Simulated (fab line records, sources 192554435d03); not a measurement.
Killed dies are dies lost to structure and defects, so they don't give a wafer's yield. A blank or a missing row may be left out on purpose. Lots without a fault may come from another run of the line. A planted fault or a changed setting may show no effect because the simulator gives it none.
Which tool did it? | flow n5_finfet | 24 lots, 72 wafers sampled, at 3 steps of a route of 1938

WHAT THE GAUGES READ, wafer by wafer
N5_GATE_CUT_CD_MEAS_13: target cd 20 nm. Usual: cd_nm 19.9 nm, standard deviation 0.32.
lot  | measured     | on        | cd_nm (nm)     | flag
L074 | day 4 13:49  | cd_sem-02 | 20.2 19.7 20.1 |
L075 | day 5 00:44  | cd_sem-01 | 19.7 19.7 19.7 |
L076 | day 5 00:53  | cd_sem-02 | 19.7 19.3 19.6 |
L077 | day 5 09:29  | cd_sem-02 | 20.1 19.4 20.2 |
L078 | day 5 11:11  | cd_sem-01 | 20.7 20.1 19.7 |
L079 | day 5 17:47  | cd_sem-02 | 19.6 19.8 20.2 |
L080 | day 6 04:01  | cd_sem-01 | 20.3 19.9 19.6 |
L081 | day 6 04:28  | cd_sem-02 | 19.9 19.8 20.0 |
L082 | day 6 14:25  | cd_sem-01 | 20.5 20.1 20.0 |
L083 | day 6 16:23  | cd_sem-01 | 20.0 19.8 19.8 |
L084 | day 7 02:55  | cd_sem-02 | 19.8 19.4 19.7 |
L085 | day 7 09:17  | cd_sem-03 | 20.4 20.8 20.7 |
L086 | day 7 14:58  | cd_sem-01 | 19.7 19.4 20.3 |
L087 | day 7 20:05  | cd_sem-01 | 20.3 20.1 20.1 |
L088 | day 8 01:45  | cd_sem-02 | 19.7 20.0 20.4 |
L089 | day 8 08:08  | cd_sem-02 | 20.1 19.7 20.0 |
L090 | day 8 11:04  | cd_sem-01 | 19.9 19.7 19.6 |
L091 | day 8 16:30  | cd_sem-02 | 19.9 19.4 19.8 |
L092 | day 8 22:35  | cd_sem-01 | 20.5 20.1 19.9 |
L093 | day 9 06:42  | cd_sem-01 | 20.2 20.1 19.9 |
L094 | day 9 17:24  | cd_sem-03 | 20.0 20.2 20.0 |
L095 | day 9 18:46  | cd_sem-01 | 19.7 19.5 20.0 |
L096 | day 10 01:48 | cd_sem-03 | 20.0 20.0 20.0 |
L097 | day 10 07:00 | cd_sem-01 | 20.5 20.3 20.0 |

N5_GATE_CUT_OVL_MEAS_14. Usual: GATE_CUT_OVL 0.2 nm, standard deviation 0.67.
lot  | measured     | on         | GATE_CUT_OVL (nm) | flag
L074 | day 4 13:50  | overlay-01 | -1.1 0.7 -0.3     |
L075 | day 5 00:46  | overlay-02 | -0.4 0.1 0.3      |
L076 | day 5 00:55  | overlay-01 | 1.0 0.3 -0.3      |
L077 | day 5 09:31  | overlay-01 | -1.0 -0.5 0.1     |
L078 | day 5 11:14  | overlay-01 | -0.3 0.6 -0.2     |
L079 | day 5 17:49  | overlay-02 | -0.3 0.6 0.4      |
L080 | day 6 04:03  | overlay-02 | 0.0 -0.7 -0.7     |
L081 | day 6 04:30  | overlay-02 | -0.1 0.2 1.0      |
L082 | day 6 14:26  | overlay-02 | 0.2 0.9 -0.2      |
L083 | day 6 16:25  | overlay-02 | 0.2 0.3 0.4       |
L084 | day 7 02:57  | overlay-02 | 0.7 0.8 0.2       |
L085 | day 7 09:19  | overlay-02 | 0.1 0.5 -0.5      |
L086 | day 7 15:00  | overlay-02 | -0.6 0.3 0.7      |
L087 | day 7 20:08  | overlay-01 | 0.4 0.3 0.9       |
L088 | day 8 01:47  | overlay-01 | 0.5 -0.2 0.1      |
L089 | day 8 08:11  | overlay-02 | -0.4 -1.4 -1.3    |
L090 | day 8 11:07  | overlay-01 | 0.6 1.4 0.9       |
L091 | day 8 16:32  | overlay-01 | 0.5 0.6 1.4       |
L092 | day 8 22:38  | overlay-02 | 0.5 0.2 0.7       |
L093 | day 9 06:44  | overlay-01 | 0.5 -0.5 -0.4     |
L094 | day 9 17:26  | overlay-02 | -0.8 -0.2 -0.9    |
L095 | day 9 18:47  | overlay-01 | 1.5 1.6 1.8       |
L096 | day 10 01:50 | overlay-01 | -0.1 1.7 0.3      |
L097 | day 10 07:02 | overlay-01 | 1.2 1.0 1.2       |

WHICH TOOL RAN EACH LOT (tool, then ch and the chambers of the sampled wafers, then the start)
lot  | N5_HKMG_FIN_ETCH_67
L074 | rie_diel-04 ch 0,3, day 4 07:59
L075 | rie_diel-03 ch 1,2, day 4 17:05
L076 | rie_diel-04 ch 0,1,2, day 4 18:05
L077 | rie_diel-01 ch 0,2,3, day 5 03:55
L078 | rie_diel-03 ch 0,1,3, day 5 05:32
L079 | rie_diel-04 ch 0,1,2, day 5 10:44
L080 | rie_diel-04 ch 0,2,3, day 5 22:27
L081 | rie_diel-01 ch 2,3, day 5 22:54
L082 | rie_diel-04 ch 0,3, day 6 08:37
L083 | rie_diel-01 ch 0,1,2, day 6 10:41
L084 | rie_diel-01 ch 0,3, day 6 21:20
L085 | rie_diel-04 ch 0,1, day 7 03:30
L086 | rie_diel-04 ch 0,3, day 7 08:40
L087 | rie_diel-03 ch 1,3, day 7 14:16
L088 | rie_diel-03 ch 0,2,3, day 7 19:58
L089 | rie_diel-04 ch 0,2,3, day 8 02:16
L090 | rie_diel-01 ch 0,1, day 8 05:14
L091 | rie_diel-01 ch 0,1,3, day 8 10:49
L092 | rie_diel-03 ch 0,1, day 8 16:54
L093 | rie_diel-03 ch 0,2,3, day 9 00:59
L094 | rie_diel-03 ch 0,3, day 9 10:37
L095 | rie_diel-01 ch 1,3, day 9 13:10
L096 | rie_diel-03 ch 1,2,3, day 9 20:07
L097 | rie_diel-01 ch 1,2,3, day 10 01:08
- N5_HKMG_FIN_ETCH_67: etches SOC in N2/H2, stops on TiN, target depth 388.9 nm.

WHAT THE TOOLS THEMSELVES READ (means of the sampled wafers that have a number; where no wafer has one, the mark that the record gives instead)
N5_HKMG_FIN_ETCH_67. Usual: drypump_motor_current_A 5.7 A, standard deviation 0.46; h2_flow_sccm 200.0 sccm, standard deviation 0.55; oes_product_au 0.78 a.u., standard deviation 0.088; rf_vpp_V 241.0 V, standard deviation 1.6; showerhead_plenum_p_Torr 2.58 Torr, standard deviation 0.11; throttle_valve_pct 17.87 %, standard deviation 0.29.
lot  | tool        | drypump_motor_current_A (A) | h2_flow_sccm (sccm) | oes_product_au (a.u.) | rf_vpp_V (V) | showerhead_plenum_p_Torr (Torr) | throttle_valve_pct (%) | flag
L074 | rie_diel-04 | 5.2                         | 199.9               | 0.80                  | 240.2        | 2.55                            | 17.95                  |
L075 | rie_diel-03 | 5.5                         | 200.1               | 0.88                  | 241.1        | 2.61                            | 17.37                  |
L076 | rie_diel-04 | 5.5                         | 199.7               | 0.92                  | 241.3        | 2.63                            | 17.63                  |
L077 | rie_diel-01 | 5.7                         | 199.7               | 0.77                  | 240.9        | 2.57                            | 18.00                  |
L078 | rie_diel-03 | 5.7                         | 200.5               | 0.79                  | 241.8        | 2.66                            | 17.86                  |
L079 | rie_diel-04 | 5.5                         | 200.3               | 0.90                  | 241.4        | 2.63                            | 17.65                  |
L080 | rie_diel-04 | 5.2                         | 200.4               | 0.82                  | 242.3        | 2.61                            | 17.77                  |
L081 | rie_diel-01 | 5.5                         | 199.4               | 0.72                  | 240.8        | 2.60                            | 18.18                  |
L082 | rie_diel-04 | 5.2                         | 200.0               | 0.77                  | 240.5        | 2.54                            | 17.97                  |
L083 | rie_diel-01 | 5.8                         | 200.2               | 0.75                  | 239.3        | 2.48                            | 17.95                  |
L084 | rie_diel-01 | 6.2                         | 199.8               | 0.80                  | 242.0        | 2.62                            | 17.77                  |
L085 | rie_diel-04 | 5.8                         | 200.6               | 0.90                  | 240.5        | 2.56                            | 17.75                  |
L086 | rie_diel-04 | 5.2                         | 199.9               | 0.75                  | 240.5        | 2.54                            | 18.00                  |
L087 | rie_diel-03 | 5.5                         | 199.8               | 0.75                  | 242.7        | 2.63                            | 17.87                  |
L088 | rie_diel-03 | 6.0                         | 199.9               | 0.72                  | 240.3        | 2.57                            | 18.00                  |
L089 | rie_diel-04 | 5.3                         | 200.1               | 0.79                  | 241.1        | 2.61                            | 17.81                  |
L090 | rie_diel-01 | 6.2                         | 200.3               | 0.78                  | 240.3        | 2.54                            | 17.72                  |
L091 | rie_diel-01 | 6.0                         | 199.6               | 0.75                  | 240.1        | 2.57                            | 17.89                  |
L092 | rie_diel-03 | 5.9                         | 200.1               | 0.76                  | 242.0        | 2.66                            | 17.94                  |
L093 | rie_diel-03 | 5.9                         | 200.5               | 0.71                  | 241.3        | 2.56                            | 18.04                  |
L094 | rie_diel-03 | 5.9                         | 199.9               | 0.68                  | 241.4        | 2.62                            | 18.23                  |
L095 | rie_diel-01 | 5.7                         | 200.0               | 0.71                  | 240.1        | 2.50                            | 18.00                  |
L096 | rie_diel-03 | 5.6                         | 199.6               | 0.75                  | 241.0        | 2.56                            | 17.74                  |
L097 | rie_diel-01 | 5.5                         | 199.4               | 0.78                  | 240.8        | 2.60                            | 18.04                  |

THE ANSWER, worked out from the rows above alone
Rule: a lot is off if the mean of its wafers that have a number lies more than 3 standard deviations from the usual mean. A lot without any number at a reading at which 4 lots or more have one is off too. The other lots that the step has rows for count as sound. The gauges are gone through in route order, then the tools' own readings, and for those a lot's mean is taken as printed above. The first step at which some lot is off is used, and at that step the reading that is off furthest; a lot without a number counts as furthest.
No lot is off at any reading shown: from this, nothing can be told.

WHAT THE SIMULATOR HAD PUT IN
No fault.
